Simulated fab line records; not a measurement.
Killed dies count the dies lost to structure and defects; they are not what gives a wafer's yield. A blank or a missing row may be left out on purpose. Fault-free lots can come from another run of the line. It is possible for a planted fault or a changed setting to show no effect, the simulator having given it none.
fab line records / flow nandHarc
record lots=5 wafers=15 lastDay=33
route steps=1302 shown P_GATE@155 END@1302
lots untouched by any fault: they come from a run of this same line in which no faults occurred
startH: hours from the record's first day to the start of the lot's first wafer shown / waitH: hours from the lot's prior step to this one / " the same as in the row above / L1.1+2: several wafers, shown together as one row / - either no value or no given start / * or withheld: withheld / < > ~ a bound
route shown NAME@n: names a module that has steps shown in the file, with the first one's number in the route / usual: the fault-free wafers' mean and standard deviation / same: alike in all rows / chamber/n: place in a boat / sites: per-site readings / _std_site: standard deviation of those values / _edge_site: outer sites' mean less inner sites' / radiusMm: for every site, how far away it sits from the centre of the wafer / mask NAME#n: copy n / behind: tool/chamber where the wafer was last shaped / hold: cause of the lot's hold/its duration in hours/its outcome / device: the n, p or np transistor that did not switch / end of line: the route-end tests of the same wafers / where a step has no rows: the recipe by itself / killed: count of dies lost to structure and defects at first sort (not the wafer's yield) / map: a wafer's dies, x killed, . not, _ none there
set.NAME: setting as actually run; set.NAME@STEP: the setting as run at that earlier step / model.NAME: the simulator's own value behind a step, which no gauge read
a table for each step, a row for each wafer; lots at some steps of the route
services: a tool's chamber out of use, with start hour (startH, from the record's first day; less than 0 if before it), hours out, and reason
## steps
# step NHARC_P_GATE_ALD_36
# recipe targetThkA=200 pulseTimeS=60 aldCycles=223 tempC=400 material=SiNx
# usual heaterPowerW=823/100 precursorPulseHeightRel=1.000/0.02
lot.wafer=L149.3 tool=aldSin-03 chamber=0 startH=112.59 waitH=- heaterPowerW=762 precursorPulseHeightRel=1.009
lot.wafer=L149.4 tool=aldSin-03 chamber=1 startH=113.67 waitH=- heaterPowerW=775 precursorPulseHeightRel=0.971
lot.wafer=L149.6 tool=aldSin-03 chamber=2 startH=114.74 waitH=- heaterPowerW=900 precursorPulseHeightRel=0.985
lot.wafer=L152.4 tool=aldSin-03 chamber=0 startH=141.19 waitH=- heaterPowerW=751 precursorPulseHeightRel=0.980
lot.wafer=L152.3 tool=aldSin-03 chamber=1 startH=142.25 waitH=- heaterPowerW=803 precursorPulseHeightRel=0.976
lot.wafer=L152.2 tool=aldSin-03 chamber=2 startH=143.30 waitH=- heaterPowerW=928 precursorPulseHeightRel=1.014
lot.wafer=L163.4 tool=aldSin-01 chamber=0 startH=247.76 waitH=- heaterPowerW=842 precursorPulseHeightRel=1.015
lot.wafer=L163.3 tool=aldSin-01 chamber=2 startH=249.88 waitH=- heaterPowerW=806 precursorPulseHeightRel=0.999
lot.wafer=L163.1 tool=aldSin-01 chamber=3 startH=250.94 waitH=- heaterPowerW=901 precursorPulseHeightRel=0.983
lot.wafer=L165.3 tool=aldSin-01 chamber=1 startH=266.71 waitH=- heaterPowerW=704 precursorPulseHeightRel=0.994
lot.wafer=L165.1 tool=aldSin-01 chamber=3 startH=268.83 waitH=- heaterPowerW=891 precursorPulseHeightRel=0.998
lot.wafer=L165.5 tool=aldSin-01 chamber=1 startH=270.95 waitH=- heaterPowerW=694 precursorPulseHeightRel=1.014
lot.wafer=L167.3 tool=aldSin-03 chamber=1 startH=291.72 waitH=- heaterPowerW=725 precursorPulseHeightRel=0.996
lot.wafer=L167.2 tool=aldSin-03 chamber=2 startH=292.76 waitH=- heaterPowerW=913 precursorPulseHeightRel=0.996
lot.wafer=L167.5 tool=aldSin-03 chamber=1 startH=295.88 waitH=- heaterPowerW=749 precursorPulseHeightRel=0.992
# step NHARC_P_GATE_ETCHBACK_37
# recipe targetDepthA=345 timeS=17.2 chf3FlowSccm=50 o2FlowSccm=10 arFlowSccm=200 rfW=500 biasW=200 chemistry=CHF3/O2
# usual drypumpMotorCurrentA=5.8/0.5 oesProductAu=0.944/0.029 rfFwdPowerW=490.3/3 rfVppV=370.4/2.3 showerheadPlenumPTorr=2.39/0.095 throttleValvePct=20.573/0.0094
lot.wafer=L149.4 tool=rieDiel-12 chamber=3 startH=- waitH=- drypumpMotorCurrentA=5.1 oesProductAu=0.934 rfFwdPowerW=484.9 rfHoursCounterH=0.3 rfVppV=369.5 showerheadPlenumPTorr=2.38 throttleValvePct=20.567
lot.wafer=L149.3 tool=rieDiel-12 chamber=0 startH=- waitH=- drypumpMotorCurrentA=5.5 oesProductAu=0.929 rfFwdPowerW=488.8 rfHoursCounterH=0.4 rfVppV=374.5 showerheadPlenumPTorr=2.57 throttleValvePct=20.567
lot.wafer=L149.6 tool=rieDiel-12 chamber=0 startH=- waitH=- drypumpMotorCurrentA=5.5 oesProductAu=0.935 rfFwdPowerW=485.9 rfHoursCounterH=- rfVppV=374.0 showerheadPlenumPTorr=2.57 throttleValvePct=20.568
lot.wafer=L152.4 tool=rieDiel-10 chamber=2 startH=- waitH=- drypumpMotorCurrentA=6.1 oesProductAu=0.922 rfFwdPowerW=493.9 rfHoursCounterH=5.6 rfVppV=370.2 showerheadPlenumPTorr=2.37 throttleValvePct=20.574
lot.wafer=L152.2 tool=rieDiel-10 chamber=0 startH=- waitH=- drypumpMotorCurrentA=6.7 oesProductAu=0.920 rfFwdPowerW=493.3 rfHoursCounterH=4.5 rfVppV=372.6 showerheadPlenumPTorr=2.43 throttleValvePct=20.572
lot.wafer=L152.3 tool=rieDiel-10 chamber=1 startH=- waitH=- drypumpMotorCurrentA=6.5 oesProductAu=0.930 rfFwdPowerW=486.8 rfHoursCounterH=5.1 rfVppV=369.1 showerheadPlenumPTorr=2.35 throttleValvePct=20.583
lot.wafer=L163.1 tool=rieDiel-02 chamber=0 startH=- waitH=- drypumpMotorCurrentA=5.7 oesProductAu=0.942 rfFwdPowerW=490.1 rfHoursCounterH=1.4 rfVppV=372.9 showerheadPlenumPTorr=2.51 throttleValvePct=20.548
lot.wafer=L163.4 tool=rieDiel-02 chamber=1 startH=- waitH=- drypumpMotorCurrentA=5.7 oesProductAu=0.941 rfFwdPowerW=490.6 rfHoursCounterH=1.0 rfVppV=369.4 showerheadPlenumPTorr=2.37 throttleValvePct=20.575
lot.wafer=L163.3 tool=rieDiel-02 chamber=2 startH=- waitH=- drypumpMotorCurrentA=5.8 oesProductAu=0.924 rfFwdPowerW=492.0 rfHoursCounterH=1.0 rfVppV=366.3 showerheadPlenumPTorr=2.24 throttleValvePct=20.578
lot.wafer=L165.1 tool=rieDiel-10 chamber=1 startH=- waitH=- drypumpMotorCurrentA=6.5 oesProductAu=0.944 rfFwdPowerW=489.6 rfHoursCounterH=0.6 rfVppV=369.4 showerheadPlenumPTorr=2.34 throttleValvePct=20.555
lot.wafer=L165.3 tool=rieDiel-10 chamber=3 startH=- waitH=- drypumpMotorCurrentA=6.2 oesProductAu=0.946 rfFwdPowerW=492.0 rfHoursCounterH=0.4 rfVppV=372.4 showerheadPlenumPTorr=2.47 throttleValvePct=20.565
lot.wafer=L165.5 tool=rieDiel-10 chamber=1 startH=- waitH=- drypumpMotorCurrentA=6.5 oesProductAu=0.942 rfFwdPowerW=489.8 rfHoursCounterH=- rfVppV=371.1 showerheadPlenumPTorr=2.34 throttleValvePct=20.574
lot.wafer=L167.3 tool=rieDiel-10 chamber=0 startH=- waitH=- drypumpMotorCurrentA=6.7 oesProductAu=0.917 rfFwdPowerW=493.1 rfHoursCounterH=1.4 rfVppV=371.4 showerheadPlenumPTorr=2.43 throttleValvePct=20.558
lot.wafer=L167.2 tool=rieDiel-10 chamber=1 startH=- waitH=- drypumpMotorCurrentA=6.5 oesProductAu=0.947 rfFwdPowerW=487.5 rfHoursCounterH=1.6 rfVppV=368.8 showerheadPlenumPTorr=2.34 throttleValvePct=20.579
lot.wafer=L167.5 tool=rieDiel-10 chamber=3 startH=- waitH=- drypumpMotorCurrentA=6.2 oesProductAu=0.932 rfFwdPowerW=494.1 rfHoursCounterH=- rfVppV=373.0 showerheadPlenumPTorr=2.47 throttleValvePct=20.569
# step NHARC_P_GATE_STRIP_101
# recipe timeS=20 o2FlowSccm=500 arFlowSccm=0 biasW=0 chemistry=O2
# usual drypumpMotorCurrentA=5.8/0.5 oesProductAu=0.999/0.01 rfVppV=57.8/0.93 showerheadPlenumPTorr=3.51/0.13 throttleValvePct=17.036/0.0082
lot.wafer=L149.4 tool=rieDiel-12 chamber=1 startH=120.16 waitH=0.1 drypumpMotorCurrentA=5.9 oesProductAu=0.993 rfHoursCounterH=0.5 rfVppV=56.5 showerheadPlenumPTorr=3.55 throttleValvePct=17.045
lot.wafer=L149.3 tool=rieDiel-12 chamber=2 startH=120.16 waitH=0.1 drypumpMotorCurrentA=4.7 oesProductAu=1.011 rfHoursCounterH=0.4 rfVppV=58.4 showerheadPlenumPTorr=3.65 throttleValvePct=17.031
lot.wafer=L149.6 tool=rieDiel-12 chamber=3 startH=120.16 waitH=0.1 drypumpMotorCurrentA=5.1 oesProductAu=1.004 rfHoursCounterH=- rfVppV=57.5 showerheadPlenumPTorr=3.50 throttleValvePct=17.022
lot.wafer=L152.3 tool=rieDiel-10 chamber=0 startH=149.74 waitH=0.1 drypumpMotorCurrentA=6.7 oesProductAu=1.017 rfHoursCounterH=4.5 rfVppV=59.0 showerheadPlenumPTorr=3.57 throttleValvePct=17.039
lot.wafer=L152.4 tool=rieDiel-10 chamber=2 startH=149.74 waitH=0.1 drypumpMotorCurrentA=6.1 oesProductAu=0.994 rfHoursCounterH=5.7 rfVppV=58.8 showerheadPlenumPTorr=3.48 throttleValvePct=17.046
lot.wafer=L152.2 tool=rieDiel-10 chamber=3 startH=149.74 waitH=0.1 drypumpMotorCurrentA=6.2 oesProductAu=1.012 rfHoursCounterH=5.0 rfVppV=56.4 showerheadPlenumPTorr=3.63 throttleValvePct=17.039
lot.wafer=L163.1 tool=rieDiel-02 chamber=2 startH=257.38 waitH=0.1 drypumpMotorCurrentA=5.8 oesProductAu=0.991 rfHoursCounterH=1.0 rfVppV=55.6 showerheadPlenumPTorr=3.29 throttleValvePct=17.036
lot.wafer=L163.4 tool=rieDiel-02 chamber=0 startH=257.38 waitH=0.1 drypumpMotorCurrentA=5.7 oesProductAu=1.008 rfHoursCounterH=1.4 rfVppV=56.8 showerheadPlenumPTorr=3.68 throttleValvePct=17.034
lot.wafer=L163.3 tool=rieDiel-02 chamber=1 startH=257.38 waitH=0.1 drypumpMotorCurrentA=5.7 oesProductAu=1.004 rfHoursCounterH=1.0 rfVppV=57.9 showerheadPlenumPTorr=3.48 throttleValvePct=17.033
lot.wafer=L165.1 tool=rieDiel-10 chamber=1 startH=275.28 waitH=0.1 drypumpMotorCurrentA=6.4 oesProductAu=0.997 rfHoursCounterH=0.6 rfVppV=58.1 showerheadPlenumPTorr=3.45 throttleValvePct=17.043
lot.wafer=L165.3 tool=rieDiel-10 chamber=3 startH=275.28 waitH=0.1 drypumpMotorCurrentA=6.2 oesProductAu=1.011 rfHoursCounterH=0.4 rfVppV=59.0 showerheadPlenumPTorr=3.63 throttleValvePct=17.037
lot.wafer=L165.5 tool=rieDiel-10 chamber=2 startH=275.28 waitH=0.1 drypumpMotorCurrentA=6.1 oesProductAu=0.998 rfHoursCounterH=- rfVppV=57.5 showerheadPlenumPTorr=3.48 throttleValvePct=17.043
lot.wafer=L167.2 tool=rieDiel-10 chamber=0 startH=301.22 waitH=0.1 drypumpMotorCurrentA=6.7 oesProductAu=0.989 rfHoursCounterH=1.4 rfVppV=58.5 showerheadPlenumPTorr=3.57 throttleValvePct=17.038
lot.wafer=L167.3 tool=rieDiel-10 chamber=1 startH=301.22 waitH=0.1 drypumpMotorCurrentA=6.5 oesProductAu=1.003 rfHoursCounterH=1.6 rfVppV=56.5 showerheadPlenumPTorr=3.44 throttleValvePct=17.036
lot.wafer=L167.5 tool=rieDiel-10 chamber=0 startH=301.22 waitH=0.1 drypumpMotorCurrentA=6.7 oesProductAu=0.992 rfHoursCounterH=- rfVppV=57.1 showerheadPlenumPTorr=3.57 throttleValvePct=17.036
# step NHARC_P_GATE_PRECLEAN_97
# recipe timeS=600 tempC=120 chemistry=SPM
# step NHARC_P_GATE_SRD_98
# step NHARC_P_GATE_PRECLEAN_99
# recipe timeS=* tempC=50 bathAgeMin=0 chemistry=SC1
# step NHARC_P_GATE_SRD_100
# step NHARC_P_GATE_DEHYDRATE_38
# recipe tempC=150 timeS=120
# step NHARC_P_GATE_HMDS_39
# recipe timeS=30
# step NHARC_P_GATE_COAT_40
# recipe spinRpm=3000
# step NHARC_P_GATE_SOFTBAKE_41
# recipe tempC=122 timeS=95
# step NHARC_P_GATE_EBR_42
# step NHARC_P_GATE_EXPOSE_43
# recipe na=0.6 targetCdNm=720 doseMj=14.81 maskId=P_NSD
lot.wafer=L149.3+4+6 tool=krfScanner-03 chamber=0 startH=120.93 waitH=- mask=P_NSD#0
lot.wafer=L152.2+3+4 tool=krfScanner-02 chamber=0 startH=150.51 waitH=- mask=P_NSD_R1#0
lot.wafer=L163.1+3+4 tool=krfScanner-03 chamber=0 startH=258.14 waitH=- mask=P_NSD#0
lot.wafer=L165.1+3+5 tool=krfScanner-02 chamber=0 startH=276.05 waitH=- mask=P_NSD#0
lot.wafer=L167.2+3+5 tool=krfScanner-03 chamber=0 startH=301.88 waitH=- mask=P_NSD#0
# step NHARC_P_GATE_PEB_44
# recipe pebTempC=118 pebTimeS=85
# step NHARC_P_GATE_DEVELOP_45
# recipe timeS=70
# step NHARC_P_GATE_CD_MEAS_46
# recipe targetCdNm=720 landingEnergyEv=500
# usual cdNm=720.0/1.6
lot.wafer=L149.3 tool=cdSem-02 chamber=0 startH=121.08 waitH=- cdNm=721.6
lot.wafer=L149.4 tool=cdSem-02 chamber=0 startH=121.08 waitH=- cdNm=723.1
lot.wafer=L149.6 tool=cdSem-02 chamber=0 startH=121.08 waitH=- cdNm=723.1
lot.wafer=L152.2 tool=cdSem-02 chamber=0 startH=150.68 waitH=- cdNm=632.5
lot.wafer=L152.3 tool=cdSem-02 chamber=0 startH=150.68 waitH=- cdNm=633.7
lot.wafer=L152.4 tool=cdSem-02 chamber=0 startH=150.68 waitH=- cdNm=634.1
lot.wafer=L163.1 tool=cdSem-03 chamber=0 startH=258.31 waitH=- cdNm=719.9
lot.wafer=L163.3 tool=cdSem-03 chamber=0 startH=258.31 waitH=- cdNm=719.5
lot.wafer=L163.4 tool=cdSem-03 chamber=0 startH=258.31 waitH=- cdNm=720.4
lot.wafer=L165.1 tool=cdSem-01 chamber=0 startH=276.20 waitH=- cdNm=721.0
lot.wafer=L165.3 tool=cdSem-01 chamber=0 startH=276.20 waitH=- cdNm=719.9
lot.wafer=L165.5 tool=cdSem-01 chamber=0 startH=276.20 waitH=- cdNm=718.9
lot.wafer=L167.2 tool=cdSem-01 chamber=0 startH=302.03 waitH=- cdNm=719.3
lot.wafer=L167.3 tool=cdSem-01 chamber=0 startH=302.03 waitH=- cdNm=721.8
lot.wafer=L167.5 tool=cdSem-01 chamber=0 startH=302.03 waitH=- cdNm=720.9
# step NHARC_P_GATE_HARDBAKE_47
# recipe tempC=125 timeS=80
# step NHARC_P_GATE_DESCUM_48
# recipe timeS=3 o2FlowSccm=200 arFlowSccm=0 biasPowerW=0 chemistry=O2
# usual drypumpMotorCurrentA=6.0/0.49 oesProductAu=0.999/0.0099 rfVppV=57.7/0.95 showerheadPlenumPTorr=1.90/0.072 throttleValvePct=11.311/0.0099
lot.wafer=L149.4 tool=rieDiel-02 chamber=2 startH=121.25 waitH=- drypumpMotorCurrentA=5.8 oesProductAu=0.992 rfHoursCounterH=3.8 rfVppV=58.6 showerheadPlenumPTorr=1.78 throttleValvePct=11.326 model.P_GATE.cdNm=722.8
lot.wafer=L149.3 tool=rieDiel-02 chamber=3 startH=121.25 waitH=- drypumpMotorCurrentA=5.7 oesProductAu=0.996 rfHoursCounterH=4.7 rfVppV=57.6 showerheadPlenumPTorr=1.81 throttleValvePct=11.306 model.P_GATE.cdNm=721.7
lot.wafer=L149.6 tool=rieDiel-02 chamber=1 startH=121.25 waitH=- drypumpMotorCurrentA=5.7 oesProductAu=0.987 rfHoursCounterH=- rfVppV=56.3 showerheadPlenumPTorr=1.89 throttleValvePct=11.307 model.P_GATE.cdNm=723.6
lot.wafer=L152.2 tool=rieDiel-02 chamber=2 startH=150.83 waitH=- drypumpMotorCurrentA=5.8 oesProductAu=0.999 rfHoursCounterH=5.3 rfVppV=58.2 showerheadPlenumPTorr=1.78 throttleValvePct=11.325 model.P_GATE.cdNm=632.4
lot.wafer=L152.3 tool=rieDiel-02 chamber=0 startH=150.83 waitH=- drypumpMotorCurrentA=5.7 oesProductAu=0.997 rfHoursCounterH=6.1 rfVppV=58.4 showerheadPlenumPTorr=2.00 throttleValvePct=11.326 model.P_GATE.cdNm=633.2
lot.wafer=L152.4 tool=rieDiel-02 chamber=1 startH=150.83 waitH=- drypumpMotorCurrentA=5.7 oesProductAu=0.987 rfHoursCounterH=5.2 rfVppV=56.2 showerheadPlenumPTorr=1.89 throttleValvePct=11.325 model.P_GATE.cdNm=633.4
lot.wafer=L163.1 tool=rieDiel-10 chamber=2 startH=258.47 waitH=- drypumpMotorCurrentA=6.1 oesProductAu=0.981 rfHoursCounterH=0.5 rfVppV=57.7 showerheadPlenumPTorr=1.88 throttleValvePct=11.308 model.P_GATE.cdNm=719.1
lot.wafer=L163.3 tool=rieDiel-10 chamber=1 startH=258.47 waitH=- drypumpMotorCurrentA=6.5 oesProductAu=0.999 rfHoursCounterH=0.5 rfVppV=57.2 showerheadPlenumPTorr=1.86 throttleValvePct=11.333 model.P_GATE.cdNm=719.9
lot.wafer=L163.4 tool=rieDiel-10 chamber=2 startH=258.47 waitH=- drypumpMotorCurrentA=6.1 oesProductAu=0.987 rfHoursCounterH=- rfVppV=57.7 showerheadPlenumPTorr=1.88 throttleValvePct=11.324 model.P_GATE.cdNm=719.9
lot.wafer=L165.3 tool=rieDiel-10 chamber=1 startH=276.36 waitH=- drypumpMotorCurrentA=6.5 oesProductAu=1.018 rfHoursCounterH=0.6 rfVppV=58.6 showerheadPlenumPTorr=1.86 throttleValvePct=11.312 model.P_GATE.cdNm=720.6
lot.wafer=L165.1 tool=rieDiel-10 chamber=2 startH=276.36 waitH=- drypumpMotorCurrentA=6.0 oesProductAu=0.992 rfHoursCounterH=0.6 rfVppV=59.1 showerheadPlenumPTorr=1.88 throttleValvePct=11.320 model.P_GATE.cdNm=721
lot.wafer=L165.5 tool=rieDiel-10 chamber=2 startH=276.36 waitH=- drypumpMotorCurrentA=6.1 oesProductAu=0.986 rfHoursCounterH=- rfVppV=57.9 showerheadPlenumPTorr=1.88 throttleValvePct=11.305 model.P_GATE.cdNm=718.7
lot.wafer=L167.3 tool=rieDiel-12 chamber=2 startH=302.19 waitH=- drypumpMotorCurrentA=4.6 oesProductAu=1.018 rfHoursCounterH=2.8 rfVppV=57.7 showerheadPlenumPTorr=1.98 throttleValvePct=11.320 model.P_GATE.cdNm=721.7
lot.wafer=L167.2 tool=rieDiel-12 chamber=3 startH=302.19 waitH=- drypumpMotorCurrentA=5.1 oesProductAu=0.996 rfHoursCounterH=2.7 rfVppV=58.6 showerheadPlenumPTorr=1.89 throttleValvePct=11.304 model.P_GATE.cdNm=720.2
lot.wafer=L167.5 tool=rieDiel-12 chamber=3 startH=302.19 waitH=- drypumpMotorCurrentA=5.1 oesProductAu=0.987 rfHoursCounterH=- rfVppV=56.9 showerheadPlenumPTorr=1.89 throttleValvePct=11.305 model.P_GATE.cdNm=721.5
# step NHARC_P_GATE_IMPLANT_49
# recipe energyKev=30 doseCm2=3e+15 tiltDeg=7
# step NHARC_END_SORT_01
# recipe tempC=25
# usual killedAtArray=59/24 killedAtOther=0.7/1.2 killedAtPeriphery=3.5/2.6 killedDies=63/24 killedOpen=3.2/2.1 killedShort=2.4/1.5
# same grossDies=677
lot.wafer=L152.2 tool=prober-02 chamber=0 startH=582.32 waitH=2.8 killedAtArray=32 killedAtOther=0 killedAtPeriphery=22 killedDies=54 killedOpen=1 killedShort=1
lot.wafer=L152.3 tool=prober-02 chamber=0 startH=583.11 waitH=3.1 killedAtArray=24 killedAtOther=0 killedAtPeriphery=24 killedDies=48 killedOpen=3 killedShort=3
lot.wafer=L152.4 tool=prober-02 chamber=0 startH=583.90 waitH=3.4 killedAtArray=35 killedAtOther=0 killedAtPeriphery=33 killedDies=68 killedOpen=5 killedShort=2
# killed by level:class
L152.2 P_GATE:areaExpose=21 A_CHANNEL_HOLE_D2:chamberFilmFlake=15 A_CONTACT:chamberFilmFlake=5 A_CHANNEL_FILL_D1:chamberFilmFlake=4 A_CHANNEL_HOLE_D1:chamberFilmFlake=3 A_STAIRCASE:chamberFilmFlake=2 A_CHANNEL_HOLE_D1:geometricParticle:open=1 A_CHANNEL_FILL_D2:geometricParticle:short=1
L152.3 P_GATE:areaExpose=20 A_CHANNEL_HOLE_D2:chamberFilmFlake=6 A_STAIRCASE:chamberFilmFlake=5 P_STI:chamberFilmFlake=3 A_CONTACT:chamberFilmFlake=3 A_ONON_D1:geometricParticle:open=2 A_CHANNEL_HOLE_D1:chamberFilmFlake=2 A_ONON_D1:geometricParticle:short=1
L152.4 P_GATE:areaExpose=30 A_CHANNEL_HOLE_D2:chamberFilmFlake=12 A_STAIRCASE:chamberFilmFlake=5 A_CHANNEL_FILL_D1:chamberFilmFlake=4 A_CONTACT:chamberFilmFlake=4 A_WL_FILL:chamberFilmFlake=3 P_GATE:geometricParticle:open=1 A_ONON_D1:geometricParticle:open=1
# map L152.4 (x killed, . not)
____________.____________
_________......._________
_______..........._______
______.............______
_____...x..........._____
____.................____
____.......x.........____
___...................___
___...x.xx............___
__....xxxxx............__
__....xxxx.............__
_.......x..............._
_x.....x.x.............._
_.........xx............_
_......................._
_......................._
....................x....
.........x.........x....x
.........x.xx........x.xx
.......................xx
...........x.x.........x.
_......................x_
_.x...................xx_
_.....x..............x.._
_.....x........x......xx_
_......................x_
__x................x..x__
__....x................__
___...x..........x.x..___
___..x......x......xx.___
____.................____
____.......x....x....____
_____.............x._____
______..........x.x______
_______....x.x.xxx_______
_________......._________
____________x____________
# map L165.1 (x killed, . not)
____________x____________
_________......._________
_______..........._______
______....x...x....______
_____.......xx......_____
____.................____
____.................____
___.....x.............___
___x...xx......x......___
__.....x.x....x........__
__.....xxxx......x.....__
_..........x..xxx......x_
_.........x.....x..x..x._
_.....xxxx...x.xx.x....._
_..............x........_
_.....x.........x......._
............x.x.x.......x
.........................
................x........
.......................x.
.......................x.
_...............x......._
_......................._
_......................._
_..........x..x........._
_..x.......x............_
__x...........x........__
__..x..................__
___...................___
___...................___
____..x..............____
____......x..........____
_____..............._____
______.............______
_______..x........_______
_________......._________
____________.____________
## services
tool=rieDiel-12 chamber=- startH=91.40 hours=9.0 kind=pm
tool=krfScanner-02 chamber=- startH=92.11 hours=3.6 kind=repair
tool=krfScanner-02 chamber=- startH=95.75 hours=4.0 kind=pm
tool=krfScanner-03 chamber=- startH=111.67 hours=3.1 kind=repair
tool=krfScanner-03 chamber=- startH=115.16 hours=0.5 kind=repair
tool=krfScanner-02 chamber=- startH=140.53 hours=0.2 kind=repair
tool=rieDiel-10 chamber=1 startH=153.27 hours=6.4 kind=repair
tool=aldSin-01 chamber=3 startH=171.50 hours=11.4 kind=repair
tool=aldSin-03 chamber=- startH=176.73 hours=10.0 kind=pm
tool=krfScanner-02 chamber=- startH=195.65 hours=0.7 kind=repair
tool=rieDiel-02 chamber=- startH=216.71 hours=9.0 kind=pm
tool=rieDiel-12 chamber=1 startH=221.23 hours=14.2 kind=repair
tool=krfScanner-03 chamber=- startH=224.00 hours=4.0 kind=pm
tool=aldSin-03 chamber=2 startH=229.63 hours=9.8 kind=repair
tool=rieDiel-10 chamber=0 startH=236.69 hours=1.6 kind=repair
tool=rieDiel-12 chamber=2 startH=239.03 hours=2.4 kind=repair
tool=rieDiel-10 chamber=- startH=242.50 hours=9.0 kind=pm
tool=rieDiel-12 chamber=- startH=255.44 hours=1.1 kind=repair
tool=rieDiel-10 chamber=3 startH=255.71 hours=3.9 kind=repair
tool=krfScanner-02 chamber=- startH=263.17 hours=0.5 kind=repair
tool=rieDiel-12 chamber=- startH=268.40 hours=9.0 kind=pm
tool=rieDiel-02 chamber=2 startH=277.87 hours=7.5 kind=repair
tool=krfScanner-03 chamber=- startH=280.11 hours=0.3 kind=repair
tool=rieDiel-12 chamber=0 startH=290.39 hours=2.9 kind=repair
## key
firstSign step=NHARC_P_GATE_EXPOSE_43 reading=mask direction=changed
effect step=NHARC_P_GATE_CD_MEAS_46 reading=cdNm direction=down sigmas=54 usual=720.0 struck=633.4
effect step=NHARC_END_SORT_01 reading=killedAtPeriphery direction=up sigmas=8.8 usual=3.5 struck=26.3
modelEffect step=NHARC_P_GATE_DESCUM_48 value=P_GATE.cdNm without=718.1 struck=633
metAt NHARC_P_GATE_EXPOSE_43
struckWafers L152.2,L152.3,L152.4
testerLeftOut L152
fault kind=wrongMask tool=any chamber=- onsetH=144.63 steps=NHARC_P_GATE_EXPOSE_43 auxCopy=P_NSD_R1#0 cdOffsetNm=-85.053 scope=struckLotsOnly
# testerLeftOut: of these lots the tester's yield and bins aren't shown, on N5 and GAA mostly nor the transistor test; their killed dies are dies lost to structure and defects alone, not to doping, threshold or leakage, so they don't give the yield
